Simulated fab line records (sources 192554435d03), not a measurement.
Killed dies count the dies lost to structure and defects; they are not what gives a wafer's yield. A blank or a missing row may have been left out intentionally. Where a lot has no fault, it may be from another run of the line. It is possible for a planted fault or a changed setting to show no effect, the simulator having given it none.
Chamber matching :: flow n5Finfet :: N5_BEOL_M13_VIA_ETCH_16 on rieDiel-04: 4 sister chambers
The step etches SiOC in C4F8/O2/Ar, target depth 921.7 nm. 18 wafers are shown with their chamber, then 9 later ones without.

## WAFERS WITH THEIR CHAMBER
wafer: L076.2
chamber: 2
throttleValvePct (%): 23.89
showerheadPlenumPTorr (Torr): 3.46
oesProductAu (a.u.): 0.75

wafer: L076.5
chamber: 3
throttleValvePct (%): 24.78
showerheadPlenumPTorr (Torr): 3.51
oesProductAu (a.u.): 0.65

wafer: L076.6
chamber: 0
throttleValvePct (%): 23.90
showerheadPlenumPTorr (Torr): 3.47
oesProductAu (a.u.): 0.81

wafer: L077.2
chamber: 3
throttleValvePct (%): 24.76
showerheadPlenumPTorr (Torr): 3.51
oesProductAu (a.u.): 0.63

wafer: L077.4
chamber: 2
throttleValvePct (%): 23.89
showerheadPlenumPTorr (Torr): 3.46
oesProductAu (a.u.): 0.75

wafer: L077.6
chamber: 0
throttleValvePct (%): 23.90
showerheadPlenumPTorr (Torr): 3.47
oesProductAu (a.u.): 0.80

wafer: L081.1
chamber: 2
throttleValvePct (%): 23.89
showerheadPlenumPTorr (Torr): 3.45
oesProductAu (a.u.): 0.74

wafer: L081.4
chamber: 3
throttleValvePct (%): 24.79
showerheadPlenumPTorr (Torr): 3.51
oesProductAu (a.u.): 0.64

wafer: L081.6
chamber: 0
throttleValvePct (%): 23.91
showerheadPlenumPTorr (Torr): 3.46
oesProductAu (a.u.): 0.79

wafer: L083.3
chamber: 3
throttleValvePct (%): 24.78
showerheadPlenumPTorr (Torr): 3.51
oesProductAu (a.u.): 0.64

wafer: L083.4
chamber: 0
throttleValvePct (%): 23.89
showerheadPlenumPTorr (Torr): 3.46
oesProductAu (a.u.): 0.80

wafer: L083.5
chamber: 2
throttleValvePct (%): 23.91
showerheadPlenumPTorr (Torr): 3.45
oesProductAu (a.u.): 0.74

wafer: L085.1
chamber: 1
throttleValvePct (%): 24.03
showerheadPlenumPTorr (Torr): 3.37
oesProductAu (a.u.): 0.65

wafer: L085.2
chamber: 3
throttleValvePct (%): 24.78
showerheadPlenumPTorr (Torr): 3.50
oesProductAu (a.u.): 0.63

wafer: L085.6
chamber: 0
throttleValvePct (%): 23.91
showerheadPlenumPTorr (Torr): 3.46
oesProductAu (a.u.): 0.78

wafer: L086.2
chamber: 2
throttleValvePct (%): 23.92
showerheadPlenumPTorr (Torr): 3.45
oesProductAu (a.u.): 0.74

wafer: L086.3
chamber: 3
throttleValvePct (%): 24.79
showerheadPlenumPTorr (Torr): 3.50
oesProductAu (a.u.): 0.64

wafer: L086.6
chamber: 1
throttleValvePct (%): 24.04
showerheadPlenumPTorr (Torr): 3.37
oesProductAu (a.u.): 0.66

SIGNATURES, as means of the wafers listed above
reading: throttleValvePct
chamber 0: 23.9020
chamber 1: 24.0350
chamber 2: 23.9000
chamber 3: 24.7800
scatter within a chamber: 0.0111

reading: showerheadPlenumPTorr
chamber 0: 3.4640
chamber 1: 3.3700
chamber 2: 3.4540
chamber 3: 3.5067
scatter within a chamber: 0.00516

reading: oesProductAu
chamber 0: 0.7960
chamber 1: 0.6550
chamber 2: 0.7440
chamber 3: 0.6383
scatter within a chamber: 0.00834
Rule: for each reading, subtract the chamber's mean from the wafer's reading, divide by that reading's scatter and square the result; add these up over the readings and take the root, which gives the wafer's distance from the chamber. If the next closest chamber is less than 2 further off than the closest, the wafer can't be placed; otherwise it belongs to the closest. The scatter: the root of (the sum of the squares of (reading less its chamber's mean) over the shown wafers, divided by (wafers less chambers)).

## WAFERS WHOSE CHAMBER IS MISSING
wafer: L092.2
throttleValvePct (%): 24.07
showerheadPlenumPTorr (Torr): 3.36
oesProductAu (a.u.): 0.64

wafer: L092.3
throttleValvePct (%): 23.92
showerheadPlenumPTorr (Torr): 3.44
oesProductAu (a.u.): 0.71

wafer: L092.4
throttleValvePct (%): 24.44
showerheadPlenumPTorr (Torr): 3.50
oesProductAu (a.u.): 0.88

wafer: L090.2
throttleValvePct (%): 23.93
showerheadPlenumPTorr (Torr): 3.45
oesProductAu (a.u.): 0.77

wafer: L090.3
throttleValvePct (%): 24.06
showerheadPlenumPTorr (Torr): 3.36
oesProductAu (a.u.): 0.65

wafer: L090.6
throttleValvePct (%): 23.94
showerheadPlenumPTorr (Torr): 3.45
oesProductAu (a.u.): 0.78

wafer: L095.1
throttleValvePct (%): 23.93
showerheadPlenumPTorr (Torr): 3.45
oesProductAu (a.u.): 0.76

wafer: L095.3
throttleValvePct (%): 24.06
showerheadPlenumPTorr (Torr): 3.36
oesProductAu (a.u.): 0.64

wafer: L095.4
throttleValvePct (%): 23.93
showerheadPlenumPTorr (Torr): 3.44
oesProductAu (a.u.): 0.71

## CHAMBER TAKEN BY EACH
wafer: L092.2
from the rows above: 1
in truth: 1

wafer: L092.3
from the rows above: 2
in truth: 2

wafer: L092.4
from the rows above: 3
in truth: 3

wafer: L090.2
from the rows above: can't be placed: 2 or 0
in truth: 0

wafer: L090.3
from the rows above: 1
in truth: 1

wafer: L090.6
from the rows above: can't be placed: 0 or 2
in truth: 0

wafer: L095.1
from the rows above: 2
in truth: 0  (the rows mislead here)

wafer: L095.3
from the rows above: 1
in truth: 1

wafer: L095.4
from the rows above: 2
in truth: 2
6 of 9 placed correctly. From these rows, 2 cannot be placed; in 2 the true chamber is one of the candidates. 1 placed wrongly.
